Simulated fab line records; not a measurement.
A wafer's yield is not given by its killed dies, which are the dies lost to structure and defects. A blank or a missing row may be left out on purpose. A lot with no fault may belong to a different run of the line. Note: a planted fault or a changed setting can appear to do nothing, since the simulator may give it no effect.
fab line records || flow n5_finfet || part 2 of 2: steps 23 to 31 of 31
[record] {"lots": 5, "wafers": 15, "last_day": 17}
route steps=1938 shown BEOL_M12@1627
lots untouched by any fault: they come from a run of this same line in which no faults occurred
start_h: start of the lot's first displayed wafer, in hours after the record's first day || wait_h: time in hours since the lot's previous step || " repeats the value in the row above || L1.1+2: several wafers, shown together as one row || - value missing, or start not given || * or withheld: withheld || < > ~ a bound
route shown NAME@n: NAME is a module with steps in the file, n the number in the route of the first one || usual: mean and standard deviation over wafers with no fault || same: alike in all rows || chamber/n: place in a boat || sites: readings site by site || _std_site: standard deviation of those values || _edge_site: the outer-site mean with the inner-site mean subtracted || radius_mm: for every site, how far away it sits from the centre of the wafer || mask NAME#n: copy n || behind: the most recent tool/chamber to have shaped the wafer || hold: the reason the lot was held/the length of the hold in hours/how it ended || device: the transistor (n, p or np) that didn't switch || end of line: tests run on the same wafers once the route is complete || where a step has no rows: the recipe by itself || killed: dies that structure and defects cost at the first sort, which is not the same as the wafer's yield || map: dies across one wafer; x = killed, . = not, _ = none there
set.NAME: the run value of the setting; set.NAME@STEP: its run value at that earlier step || model.NAME: the simulator's own value behind a step, which no gauge read
a table for each step, a row for each wafer; lots at some steps of the route
services: the hour from which a tool's chamber was out of use, counted from the record's first day as start_h (under 0 if before that day), plus the number of hours and why
[[steps]]
[step N5_BEOL_M12_SPUTTER_44]
[recipe] {"material": "Ta", "target_thk_a": 100, "temp_c": 50, "bias_v": 80, "power_w": 15000, "chamber_pressure_pa": 0.07, "time_s": 16.13}
[usual] {"throttle_valve_pct": "30.0/0.94"}
{"lot.wafer": "L075.2", "tool": "pvd_sputter-02", "chamber": "-", "start_h": 236.31, "wait_h": 0.0, "throttle_valve_pct": 29.9}
{"lot.wafer": "L075.4", "tool": "pvd_sputter-02", "chamber": "-", "start_h": 236.31, "wait_h": 0.0, "throttle_valve_pct": 29.1}
{"lot.wafer": "L075.5", "tool": "pvd_sputter-02", "chamber": "-", "start_h": 236.31, "wait_h": 0.0, "throttle_valve_pct": 29.7}
{"lot.wafer": "L080.2", "tool": "pvd_sputter-02", "chamber": "-", "start_h": 268.99, "wait_h": 0.0, "throttle_valve_pct": 28.7}
{"lot.wafer": "L080.3", "tool": "pvd_sputter-02", "chamber": "-", "start_h": 268.99, "wait_h": 0.0, "throttle_valve_pct": 29.2}
{"lot.wafer": "L080.5", "tool": "pvd_sputter-02", "chamber": "-", "start_h": 268.99, "wait_h": 0.0, "throttle_valve_pct": 29.3}
{"lot.wafer": "L079.1", "tool": "pvd_sputter-02", "chamber": "-", "start_h": 269.43, "wait_h": 0.0, "throttle_valve_pct": 29.9}
{"lot.wafer": "L079.3", "tool": "pvd_sputter-02", "chamber": "-", "start_h": 269.43, "wait_h": 0.0, "throttle_valve_pct": 28.9}
{"lot.wafer": "L079.6", "tool": "pvd_sputter-02", "chamber": "-", "start_h": 269.43, "wait_h": 0.0, "throttle_valve_pct": 29.0}
{"lot.wafer": "L081.1", "tool": "pvd_sputter-01", "chamber": "-", "start_h": 269.70, "wait_h": 0.0, "throttle_valve_pct": 31.6}
{"lot.wafer": "L081.2", "tool": "pvd_sputter-01", "chamber": "-", "start_h": 269.70, "wait_h": 0.0, "throttle_valve_pct": 30.0}
{"lot.wafer": "L081.6", "tool": "pvd_sputter-01", "chamber": "-", "start_h": 269.70, "wait_h": 0.0, "throttle_valve_pct": 32.0}
{"lot.wafer": "L094.2", "tool": "pvd_sputter-03", "chamber": "-", "start_h": 366.93, "wait_h": 0.0, "throttle_valve_pct": 29.2}
{"lot.wafer": "L094.3", "tool": "pvd_sputter-03", "chamber": "-", "start_h": 366.93, "wait_h": 0.0, "throttle_valve_pct": 30.3}
{"lot.wafer": "L094.5", "tool": "pvd_sputter-03", "chamber": "-", "start_h": 366.93, "wait_h": 0.0, "throttle_valve_pct": 29.8}
[step N5_BEOL_M12_SPUTTER_45]
[recipe] {"material": "Cu", "target_thk_a": 800, "temp_c": -20, "bias_v": 60, "power_w": 26000, "chamber_pressure_pa": 0.13, "time_s": 13.33}
[usual] {"throttle_valve_pct": "30.0/0.94"}
{"lot.wafer": "L075.2", "tool": "pvd_sputter-02", "chamber": "-", "start_h": 236.39, "wait_h": 0.0, "throttle_valve_pct": 30.0}
{"lot.wafer": "L075.4", "tool": "pvd_sputter-02", "chamber": "-", "start_h": 236.39, "wait_h": 0.0, "throttle_valve_pct": 28.9}
{"lot.wafer": "L075.5", "tool": "pvd_sputter-02", "chamber": "-", "start_h": 236.39, "wait_h": 0.0, "throttle_valve_pct": 30.2}
{"lot.wafer": "L080.2", "tool": "pvd_sputter-02", "chamber": "-", "start_h": 269.07, "wait_h": 0.0, "throttle_valve_pct": 28.7}
{"lot.wafer": "L080.3", "tool": "pvd_sputter-02", "chamber": "-", "start_h": 269.07, "wait_h": 0.0, "throttle_valve_pct": 29.1}
{"lot.wafer": "L080.5", "tool": "pvd_sputter-02", "chamber": "-", "start_h": 269.07, "wait_h": 0.0, "throttle_valve_pct": 29.1}
{"lot.wafer": "L079.1", "tool": "pvd_sputter-02", "chamber": "-", "start_h": 269.51, "wait_h": 0.0, "throttle_valve_pct": 30.1}
{"lot.wafer": "L079.3", "tool": "pvd_sputter-02", "chamber": "-", "start_h": 269.51, "wait_h": 0.0, "throttle_valve_pct": 28.9}
{"lot.wafer": "L079.6", "tool": "pvd_sputter-02", "chamber": "-", "start_h": 269.51, "wait_h": 0.0, "throttle_valve_pct": 29.3}
{"lot.wafer": "L081.1", "tool": "pvd_sputter-01", "chamber": "-", "start_h": 269.78, "wait_h": 0.0, "throttle_valve_pct": 31.8}
{"lot.wafer": "L081.2", "tool": "pvd_sputter-01", "chamber": "-", "start_h": 269.78, "wait_h": 0.0, "throttle_valve_pct": 30.0}
{"lot.wafer": "L081.6", "tool": "pvd_sputter-01", "chamber": "-", "start_h": 269.78, "wait_h": 0.0, "throttle_valve_pct": 32.0}
{"lot.wafer": "L094.2", "tool": "pvd_sputter-03", "chamber": "-", "start_h": 367.01, "wait_h": 0.0, "throttle_valve_pct": 29.5}
{"lot.wafer": "L094.3", "tool": "pvd_sputter-03", "chamber": "-", "start_h": 367.01, "wait_h": 0.0, "throttle_valve_pct": 29.8}
{"lot.wafer": "L094.5", "tool": "pvd_sputter-03", "chamber": "-", "start_h": 367.01, "wait_h": 0.0, "throttle_valve_pct": 30.1}
[step N5_BEOL_M12_ECD_47]
[recipe] {"material": "Cu", "target_thk_a": 7200}
{"lot.wafer": "L075.2+4+5", "tool": "ecd_cu-01", "chamber": "0,0,1", "start_h": 236.51, "wait_h": 0.1}
{"lot.wafer": "L080.2+3+5", "tool": "ecd_cu-01", "chamber": "1,1,0", "start_h": 269.19, "wait_h": 0.1}
{"lot.wafer": "L079.1+3+6", "tool": "ecd_cu-02", "chamber": "1,0,0", "start_h": 269.63, "wait_h": 0.1}
{"lot.wafer": "L081.1+2+6", "tool": "ecd_cu-01", "chamber": "1,0,0", "start_h": 269.89, "wait_h": 0.1}
{"lot.wafer": "L094.2+3+5", "tool": "ecd_cu-01", "chamber": 0, "start_h": 367.13, "wait_h": 0.1}
[step N5_BEOL_M12_ANNEAL_48]
[recipe] {"temp_c": 225, "time_s": 90, "ambient": "N2"}
[usual] {"wafer_temp_C_max": "226.0/0.37"}
{"lot.wafer": "L075.2", "tool": "rtp_anneal-02", "chamber": 0, "start_h": 236.70, "wait_h": 0.1, "wafer_temp_C_max": 225.9}
{"lot.wafer": "L075.4", "tool": "rtp_anneal-02", "chamber": 0, "start_h": 236.70, "wait_h": 0.1, "wafer_temp_C_max": 226.5}
{"lot.wafer": "L075.5", "tool": "rtp_anneal-02", "chamber": 0, "start_h": 236.70, "wait_h": 0.1, "wafer_temp_C_max": 226.5}
{"lot.wafer": "L080.2", "tool": "rtp_anneal-01", "chamber": 0, "start_h": 269.38, "wait_h": 0.1, "wafer_temp_C_max": 225.6}
{"lot.wafer": "L080.3", "tool": "rtp_anneal-01", "chamber": 0, "start_h": 269.38, "wait_h": 0.1, "wafer_temp_C_max": 225.5}
{"lot.wafer": "L080.5", "tool": "rtp_anneal-01", "chamber": 0, "start_h": 269.38, "wait_h": 0.1, "wafer_temp_C_max": 225.6}
{"lot.wafer": "L079.1", "tool": "rtp_anneal-02", "chamber": 0, "start_h": 269.91, "wait_h": 0.2, "wafer_temp_C_max": 226.6}
{"lot.wafer": "L079.3", "tool": "rtp_anneal-02", "chamber": 0, "start_h": 269.91, "wait_h": 0.2, "wafer_temp_C_max": 226.4}
{"lot.wafer": "L079.6", "tool": "rtp_anneal-02", "chamber": 0, "start_h": 269.91, "wait_h": 0.2, "wafer_temp_C_max": 226.7}
{"lot.wafer": "L081.1", "tool": "rtp_anneal-02", "chamber": 0, "start_h": 270.18, "wait_h": 0.2, "wafer_temp_C_max": 226.7}
{"lot.wafer": "L081.2", "tool": "rtp_anneal-02", "chamber": 0, "start_h": 270.18, "wait_h": 0.2, "wafer_temp_C_max": 226.4}
{"lot.wafer": "L081.6", "tool": "rtp_anneal-02", "chamber": 0, "start_h": 270.18, "wait_h": 0.2, "wafer_temp_C_max": 226.5}
{"lot.wafer": "L094.2", "tool": "rtp_anneal-01", "chamber": 0, "start_h": 367.32, "wait_h": 0.1, "wafer_temp_C_max": 225.6}
{"lot.wafer": "L094.3", "tool": "rtp_anneal-01", "chamber": 0, "start_h": 367.32, "wait_h": 0.1, "wafer_temp_C_max": 225.5}
{"lot.wafer": "L094.5", "tool": "rtp_anneal-01", "chamber": 0, "start_h": 367.32, "wait_h": 0.1, "wafer_temp_C_max": 225.8}
[step N5_BEOL_M12_CMP_49]
[recipe] {"stop_on": "SiOC", "t_overpolish_s": 20.6, "down_force_psi": 1, "platen_rpm": 50, "clearing_platen_down_force_psi": 1.5, "clearing_platen_rpm": 50, "post_cmp_clean": "cu_alkaline", "target_thk_nm": 320, "clearing_platen_pad_velocity_m_s": 0.99484, "pad_velocity_m_s": 0.99484}
[usual] {"barrier_field_endpoint_s": "30.2/0.6", "clearing_platen_down_force_psi": "1.500/0.0031", "head_pressure_psi": "1.0003/0.0023", "motor_current_A": "6.0/0.61", "overpolish_run_s": "20.600/0.0092"}
{"lot.wafer": "L075.2", "tool": "cmp-04", "chamber": 0, "start_h": 236.95, "wait_h": 0.2, "barrier_field_endpoint_s": 30.4, "clearing_platen_down_force_psi": 1.500, "head_pressure_psi": 0.9993, "motor_current_A": 7.7, "overpolish_run_s": 20.615}
{"lot.wafer": "L075.4", "tool": "cmp-04", "chamber": 3, "start_h": 236.95, "wait_h": 0.2, "barrier_field_endpoint_s": 29.9, "clearing_platen_down_force_psi": 1.496, "head_pressure_psi": 0.9989, "motor_current_A": 5.5, "overpolish_run_s": 20.614}
{"lot.wafer": "L075.5", "tool": "cmp-04", "chamber": 1, "start_h": 236.95, "wait_h": 0.2, "barrier_field_endpoint_s": 30.5, "clearing_platen_down_force_psi": 1.506, "head_pressure_psi": 0.9999, "motor_current_A": 6.4, "overpolish_run_s": 20.593}
{"lot.wafer": "L080.2", "tool": "cmp-01", "chamber": 0, "start_h": 269.63, "wait_h": 0.2, "barrier_field_endpoint_s": 30.1, "clearing_platen_down_force_psi": 1.499, "head_pressure_psi": 0.9998, "motor_current_A": 5.7, "overpolish_run_s": 20.604}
{"lot.wafer": "L080.3", "tool": "cmp-01", "chamber": 3, "start_h": 269.63, "wait_h": 0.2, "barrier_field_endpoint_s": 30.2, "clearing_platen_down_force_psi": 1.502, "head_pressure_psi": 1.0038, "motor_current_A": 5.9, "overpolish_run_s": 20.590}
{"lot.wafer": "L080.5", "tool": "cmp-01", "chamber": 1, "start_h": 269.63, "wait_h": 0.2, "barrier_field_endpoint_s": 30.3, "clearing_platen_down_force_psi": 1.505, "head_pressure_psi": 1.0007, "motor_current_A": 5.9, "overpolish_run_s": 20.597}
{"lot.wafer": "L079.3", "tool": "cmp-01", "chamber": 1, "start_h": 270.30, "wait_h": 0.3, "barrier_field_endpoint_s": 31.2, "clearing_platen_down_force_psi": 1.498, "head_pressure_psi": 0.9982, "motor_current_A": 5.9, "overpolish_run_s": 20.611}
{"lot.wafer": "L079.1", "tool": "cmp-01", "chamber": 2, "start_h": 270.30, "wait_h": 0.3, "barrier_field_endpoint_s": 30.6, "clearing_platen_down_force_psi": 1.500, "head_pressure_psi": 1.0018, "motor_current_A": 5.9, "overpolish_run_s": 20.607}
{"lot.wafer": "L079.6", "tool": "cmp-01", "chamber": 3, "start_h": 270.30, "wait_h": 0.3, "barrier_field_endpoint_s": 31.2, "clearing_platen_down_force_psi": 1.499, "head_pressure_psi": 1.0030, "motor_current_A": 6.4, "overpolish_run_s": 20.603}
{"lot.wafer": "L081.1", "tool": "cmp-02", "chamber": 2, "start_h": 270.57, "wait_h": 0.3, "barrier_field_endpoint_s": 29.8, "clearing_platen_down_force_psi": 1.500, "head_pressure_psi": 0.9992, "motor_current_A": 5.8, "overpolish_run_s": 20.609}
{"lot.wafer": "L081.2", "tool": "cmp-02", "chamber": 3, "start_h": 270.57, "wait_h": 0.3, "barrier_field_endpoint_s": 30.3, "clearing_platen_down_force_psi": 1.501, "head_pressure_psi": 0.9990, "motor_current_A": 5.9, "overpolish_run_s": 20.594}
{"lot.wafer": "L081.6", "tool": "cmp-02", "chamber": 1, "start_h": 270.57, "wait_h": 0.3, "barrier_field_endpoint_s": 30.6, "clearing_platen_down_force_psi": 1.499, "head_pressure_psi": 1.0002, "motor_current_A": 6.5, "overpolish_run_s": 20.596}
{"lot.wafer": "L094.3", "tool": "cmp-02", "chamber": 3, "start_h": 367.61, "wait_h": 0.2, "barrier_field_endpoint_s": 30.8, "clearing_platen_down_force_psi": 1.497, "head_pressure_psi": 0.9986, "motor_current_A": 6.1, "overpolish_run_s": 20.596}
{"lot.wafer": "L094.2", "tool": "cmp-02", "chamber": 1, "start_h": 367.61, "wait_h": 0.2, "barrier_field_endpoint_s": 30.2, "clearing_platen_down_force_psi": 1.499, "head_pressure_psi": 1.0023, "motor_current_A": 6.5, "overpolish_run_s": 20.598}
{"lot.wafer": "L094.5", "tool": "cmp-02", "chamber": 2, "start_h": 367.61, "wait_h": 0.2, "barrier_field_endpoint_s": 30.1, "clearing_platen_down_force_psi": 1.500, "head_pressure_psi": 0.9963, "motor_current_A": 5.8, "overpolish_run_s": 20.608}
[step N5_BEOL_M12_THK_MEAS_50]
[recipe] {"thk_meas_gauge": "xrf", "reads": "Cu_of_BEOL_M12_ECD_47"}
[usual] {"M12_THK": "323/4.5"}
{"lot.wafer": "L075.2", "tool": "film_metro-02", "chamber": "-", "start_h": 237.24, "wait_h": "-", "M12_THK[nm]": 329}
{"lot.wafer": "L075.4", "tool": "film_metro-02", "chamber": "-", "start_h": 237.24, "wait_h": "-", "M12_THK[nm]": 325}
{"lot.wafer": "L075.5", "tool": "film_metro-02", "chamber": "-", "start_h": 237.24, "wait_h": "-", "M12_THK[nm]": 323}
{"lot.wafer": "L080.2", "tool": "film_metro-02", "chamber": "-", "start_h": 269.92, "wait_h": "-", "M12_THK[nm]": 313}
{"lot.wafer": "L080.3", "tool": "film_metro-02", "chamber": "-", "start_h": 269.92, "wait_h": "-", "M12_THK[nm]": 323}
{"lot.wafer": "L080.5", "tool": "film_metro-02", "chamber": "-", "start_h": 269.92, "wait_h": "-", "M12_THK[nm]": 314}
{"lot.wafer": "L079.1", "tool": "film_metro-01", "chamber": "-", "start_h": 270.51, "wait_h": "-", "M12_THK[nm]": 327}
{"lot.wafer": "L079.3", "tool": "film_metro-01", "chamber": "-", "start_h": 270.51, "wait_h": "-", "M12_THK[nm]": 321}
{"lot.wafer": "L079.6", "tool": "film_metro-01", "chamber": "-", "start_h": 270.51, "wait_h": "-", "M12_THK[nm]": 318}
{"lot.wafer": "L081.1", "tool": "film_metro-02", "chamber": "-", "start_h": 270.79, "wait_h": "-", "M12_THK[nm]": 317}
{"lot.wafer": "L081.2", "tool": "film_metro-02", "chamber": "-", "start_h": 270.79, "wait_h": "-", "M12_THK[nm]": 326}
{"lot.wafer": "L081.6", "tool": "film_metro-02", "chamber": "-", "start_h": 270.79, "wait_h": "-", "M12_THK[nm]": 327}
{"lot.wafer": "L094.2", "tool": "film_metro-02", "chamber": "-", "start_h": 367.86, "wait_h": "-", "M12_THK[nm]": 328}
{"lot.wafer": "L094.3", "tool": "film_metro-02", "chamber": "-", "start_h": 367.86, "wait_h": "-", "M12_THK[nm]": 330}
{"lot.wafer": "L094.5", "tool": "film_metro-02", "chamber": "-", "start_h": 367.86, "wait_h": "-", "M12_THK[nm]": 320}
[step N5_BEOL_M12_PRE_CLEAN_52]
[recipe] {"gas": "NH3", "time_s": 15, "temp_c": "withheld", "rf_power_w": 300}
{"lot.wafer": "L075.2+4+5", "tool": "pecvd-01", "chamber": "1,1,0", "start_h": 237.28, "wait_h": 0.0}
{"lot.wafer": "L080.2+3+5", "tool": "pecvd-01", "chamber": "2,0,0", "start_h": 269.96, "wait_h": 0.0}
{"lot.wafer": "L079.1+3+6", "tool": "pecvd-01", "chamber": "2,0,1", "start_h": 270.55, "wait_h": 0.0}
{"lot.wafer": "L081.1+2+6", "tool": "pecvd-03", "chamber": "2,0,2", "start_h": 270.82, "wait_h": 0.0}
{"lot.wafer": "L094.2+3+5", "tool": "pecvd-01", "chamber": "1,0,2", "start_h": 367.90, "wait_h": 0.0}
[step N5_BEOL_M12_DEP_53]
[recipe] {"material": "SiCN", "target_thk_a": 300, "temp_c": "withheld", "precursor": "3MS/NH3", "pressure_torr": 3, "rf_w": 675, "time_s": 10.5}
[usual] {"showerhead_plenum_p_Torr": "4.164/0.017", "showerhead_vpp_V": "1583/56", "throttle_valve_pct": "18.3/1.1"}
{"lot.wafer": "L075.2", "tool": "pecvd-01", "chamber": 1, "start_h": 237.31, "wait_h": 0.0, "showerhead_plenum_p_Torr": 4.176, "showerhead_vpp_V": 1493, "throttle_valve_pct": 19.6}
{"lot.wafer": "L075.4", "tool": "pecvd-01", "chamber": 1, "start_h": 237.31, "wait_h": 0.0, "showerhead_plenum_p_Torr": 4.166, "showerhead_vpp_V": 1518, "throttle_valve_pct": 19.7}
{"lot.wafer": "L075.5", "tool": "pecvd-01", "chamber": 0, "start_h": 237.31, "wait_h": 0.0, "showerhead_plenum_p_Torr": 4.172, "showerhead_vpp_V": 1638, "throttle_valve_pct": 18.2}
{"lot.wafer": "L080.2", "tool": "pecvd-01", "chamber": 2, "start_h": 269.98, "wait_h": 0.0, "showerhead_plenum_p_Torr": 4.158, "showerhead_vpp_V": 1644, "throttle_valve_pct": 18.3}
{"lot.wafer": "L080.3", "tool": "pecvd-01", "chamber": 0, "start_h": 269.98, "wait_h": 0.0, "showerhead_plenum_p_Torr": 4.180, "showerhead_vpp_V": 1627, "throttle_valve_pct": 18.2}
{"lot.wafer": "L080.5", "tool": "pecvd-01", "chamber": 0, "start_h": 269.98, "wait_h": 0.0, "showerhead_plenum_p_Torr": 4.175, "showerhead_vpp_V": 1612, "throttle_valve_pct": 18.4}
{"lot.wafer": "L079.1", "tool": "pecvd-01", "chamber": 2, "start_h": 270.58, "wait_h": 0.0, "showerhead_plenum_p_Torr": 4.178, "showerhead_vpp_V": 1615, "throttle_valve_pct": 18.4}
{"lot.wafer": "L079.3", "tool": "pecvd-01", "chamber": 0, "start_h": 270.58, "wait_h": 0.0, "showerhead_plenum_p_Torr": 4.174, "showerhead_vpp_V": 1612, "throttle_valve_pct": 18.2}
{"lot.wafer": "L079.6", "tool": "pecvd-01", "chamber": 1, "start_h": 270.58, "wait_h": 0.0, "showerhead_plenum_p_Torr": 4.181, "showerhead_vpp_V": 1502, "throttle_valve_pct": 19.9}
{"lot.wafer": "L081.1", "tool": "pecvd-03", "chamber": 2, "start_h": 270.86, "wait_h": 0.0, "showerhead_plenum_p_Torr": 4.113, "showerhead_vpp_V": 1539, "throttle_valve_pct": 15.7}
{"lot.wafer": "L081.2", "tool": "pecvd-03", "chamber": 0, "start_h": 270.86, "wait_h": 0.0, "showerhead_plenum_p_Torr": 4.186, "showerhead_vpp_V": 1589, "throttle_valve_pct": 17.3}
{"lot.wafer": "L081.6", "tool": "pecvd-03", "chamber": 2, "start_h": 270.86, "wait_h": 0.0, "showerhead_plenum_p_Torr": 4.124, "showerhead_vpp_V": 1535, "throttle_valve_pct": 15.8}
{"lot.wafer": "L094.2", "tool": "pecvd-01", "chamber": 1, "start_h": 367.92, "wait_h": 0.0, "showerhead_plenum_p_Torr": 4.170, "showerhead_vpp_V": 1495, "throttle_valve_pct": 19.6}
{"lot.wafer": "L094.3", "tool": "pecvd-01", "chamber": 0, "start_h": 367.92, "wait_h": 0.0, "showerhead_plenum_p_Torr": 4.173, "showerhead_vpp_V": 1642, "throttle_valve_pct": 18.0}
{"lot.wafer": "L094.5", "tool": "pecvd-01", "chamber": 2, "start_h": 367.92, "wait_h": 0.0, "showerhead_plenum_p_Torr": 4.160, "showerhead_vpp_V": 1601, "throttle_valve_pct": 18.4}
[step N5_BEOL_M12_RS_MEAS_54]
[recipe] {"thk_meas_gauge": "four-point-probe", "reads": "Cu_of_BEOL_M12_ECD_47+Ta_of_BEOL_M12_SPUTTER_44+TaN_of_BEOL_M12_SPUTTER_43"}
[usual] {"M12_RS": "0.0598/0.00079"}
{"lot.wafer": "L075.2", "tool": "film_metro-02", "chamber": "-", "start_h": 237.37, "wait_h": 0.0, "M12_RS[ohm/sq]": 0.0587}
{"lot.wafer": "L075.4", "tool": "film_metro-02", "chamber": "-", "start_h": 237.37, "wait_h": 0.0, "M12_RS[ohm/sq]": 0.0593}
{"lot.wafer": "L075.5", "tool": "film_metro-02", "chamber": "-", "start_h": 237.37, "wait_h": 0.0, "M12_RS[ohm/sq]": 0.0600}
{"lot.wafer": "L080.2", "tool": "film_metro-01", "chamber": "-", "start_h": 270.05, "wait_h": 0.0, "M12_RS[ohm/sq]": 0.0611}
{"lot.wafer": "L080.3", "tool": "film_metro-01", "chamber": "-", "start_h": 270.05, "wait_h": 0.0, "M12_RS[ohm/sq]": 0.0592}
{"lot.wafer": "L080.5", "tool": "film_metro-01", "chamber": "-", "start_h": 270.05, "wait_h": 0.0, "M12_RS[ohm/sq]": 0.0610}
{"lot.wafer": "L079.1", "tool": "film_metro-02", "chamber": "-", "start_h": 270.64, "wait_h": 0.0, "M12_RS[ohm/sq]": 0.0592}
{"lot.wafer": "L079.3", "tool": "film_metro-02", "chamber": "-", "start_h": 270.64, "wait_h": 0.0, "M12_RS[ohm/sq]": 0.0602}
{"lot.wafer": "L079.6", "tool": "film_metro-02", "chamber": "-", "start_h": 270.64, "wait_h": 0.0, "M12_RS[ohm/sq]": 0.0608}
{"lot.wafer": "L081.1", "tool": "film_metro-02", "chamber": "-", "start_h": 270.94, "wait_h": 0.1, "M12_RS[ohm/sq]": 0.0612}
{"lot.wafer": "L081.2", "tool": "film_metro-02", "chamber": "-", "start_h": 270.94, "wait_h": 0.1, "M12_RS[ohm/sq]": 0.0595}
{"lot.wafer": "L081.6", "tool": "film_metro-02", "chamber": "-", "start_h": 270.94, "wait_h": 0.1, "M12_RS[ohm/sq]": 0.0593}
{"lot.wafer": "L094.2", "tool": "film_metro-01", "chamber": "-", "start_h": 367.99, "wait_h": 0.0, "M12_RS[ohm/sq]": 0.0587}
{"lot.wafer": "L094.3", "tool": "film_metro-01", "chamber": "-", "start_h": 367.99, "wait_h": 0.0, "M12_RS[ohm/sq]": 0.0589}
{"lot.wafer": "L094.5", "tool": "film_metro-01", "chamber": "-", "start_h": 367.99, "wait_h": 0.0, "M12_RS[ohm/sq]": 0.0605}
[[services]]
{"tool": "cmp-02", "chamber": "-", "start_h": 213.47, "hours": 1.6, "kind": "repair"}
{"tool": "rie_diel-05", "chamber": 0, "start_h": 219.57, "hours": 8.4, "kind": "repair"}
{"tool": "cmp-02", "chamber": "-", "start_h": 225.03, "hours": 1.2, "kind": "repair"}
{"tool": "krf_scanner-02", "chamber": "-", "start_h": 233.26, "hours": 1.0, "kind": "pm"}
{"tool": "rie_diel-05", "chamber": 2, "start_h": 241.26, "hours": 2.6, "kind": "repair"}
{"tool": "krf_scanner-02", "chamber": "-", "start_h": 243.47, "hours": 1.3, "kind": "pm"}
{"tool": "cmp-02", "chamber": "-", "start_h": 253.86, "hours": 1.7, "kind": "repair"}
{"tool": "ecd_cu-01", "chamber": "-", "start_h": 254.59, "hours": 6.7, "kind": "pm"}
{"tool": "rie_diel-05", "chamber": 0, "start_h": 255.58, "hours": 11.1, "kind": "repair"}
{"tool": "cmp-02", "chamber": "-", "start_h": 263.48, "hours": 4.0, "kind": "pm"}
{"tool": "cmp-01", "chamber": "-", "start_h": 264.83, "hours": 4.0, "kind": "pm"}
{"tool": "rie_diel-04", "chamber": 0, "start_h": 266.18, "hours": 6.3, "kind": "repair"}
{"tool": "krf_scanner-02", "chamber": "-", "start_h": 267.82, "hours": 0.8, "kind": "pm"}
{"tool": "pecvd-01", "chamber": 1, "start_h": 277.97, "hours": 7.5, "kind": "repair"}
{"tool": "cmp-01", "chamber": "-", "start_h": 278.43, "hours": 11.6, "kind": "pm"}
{"tool": "cmp-02", "chamber": "-", "start_h": 282.39, "hours": 0.8, "kind": "repair"}
{"tool": "rie_diel-05", "chamber": "-", "start_h": 299.94, "hours": 2.8, "kind": "pm"}
{"tool": "pvd_sputter-02", "chamber": "-", "start_h": 317.00, "hours": 6.5, "kind": "repair"}
{"tool": "rie_diel-03", "chamber": "-", "start_h": 321.59, "hours": 0.2, "kind": "repair"}
{"tool": "rie_diel-03", "chamber": 3, "start_h": 327.58, "hours": 11.6, "kind": "repair"}
{"tool": "rie_diel-04", "chamber": 1, "start_h": 328.03, "hours": 7.2, "kind": "repair"}
{"tool": "krf_scanner-02", "chamber": "-", "start_h": 335.91, "hours": 5.4, "kind": "repair"}
{"tool": "rtp_anneal-02", "chamber": "-", "start_h": 349.78, "hours": 3.7, "kind": "pm"}
{"tool": "rie_diel-04", "chamber": 3, "start_h": 367.57, "hours": 8.4, "kind": "repair"}
